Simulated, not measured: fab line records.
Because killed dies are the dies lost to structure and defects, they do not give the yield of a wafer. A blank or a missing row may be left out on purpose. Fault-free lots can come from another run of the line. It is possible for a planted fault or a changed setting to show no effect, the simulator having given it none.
Chamber matching + flow n5 finfet + N5_BEOL_M14_ETCH_67 on rie diel-02 has 4 sister chambers
The step etches SiARC in CF4, target depth 143 nm, time 238.3 s. 8 wafers are shown with their chamber, then 8 later ones without.

EACH WAFER AND ITS CHAMBER
| wafer  | chamber | drypump motor current A (A) | etch rf on time s (s) |
|--------|---------|-----------------------------|-----------------------|
| L077.4 | 0       | 6.1                         | 241                   |
| L080.3 | 3       | 6.6                         | 256                   |
| L083.1 | 1       | 5.9                         | 256                   |
| L083.6 | 0       | 6.1                         | 232                   |
| L084.1 | 1       | 5.9                         | 255                   |
| L084.2 | 2       | 5.6                         | 240                   |
| L084.5 | 2       | 5.6                         | 241                   |
| L088.1 | 3       | 6.5                         | 249                   |

WAFERS WITHOUT THEIR CHAMBER
| wafer  | drypump motor current A (A) | etch rf on time s (s) |
|--------|-----------------------------|-----------------------|
| L088.2 | 5.9                         | 257                   |
| L088.3 | 5.6                         | 244                   |
| L089.1 | 5.9                         | 256                   |
| L089.3 | 6.1                         | 227                   |
| L089.4 | 6.6                         | 247                   |
| L090.2 | 6.5                         | 249                   |
| L090.3 | 5.6                         | 249                   |
| L090.5 | 5.6                         | 246                   |

WHICH CHAMBER EACH ONE RAN IN
| wafer  | from the rows above | in truth |
|--------|---------------------|----------|
| L088.2 | 1                   | 1        |
| L088.3 | 2                   | 2        |
| L089.1 | 1                   | 1        |
| L089.3 | 0                   | 0        |
| L089.4 | 3                   | 3        |
| L090.2 | 3                   | 3        |
| L090.3 | 2                   | 2        |
| L090.5 | 2                   | 2        |
Placed correctly: 8 of 8. Can't be placed from these rows: 0. Number placed wrongly: 0.
How it was worked out, from the rows above alone: a wafer's distance from a chamber is the root of the sum, over the readings, of the square of ((its reading less the chamber's mean) divided by the reading's scatter). If the next closest chamber is less than 2 further off than the closest, the wafer can't be placed; otherwise it belongs to the closest. For every chamber, the mean is computed from those of its wafers that are shown. The scatter: the root of (the sum of the squares of (reading less its chamber's mean) over the shown wafers, divided by (wafers less chambers)).
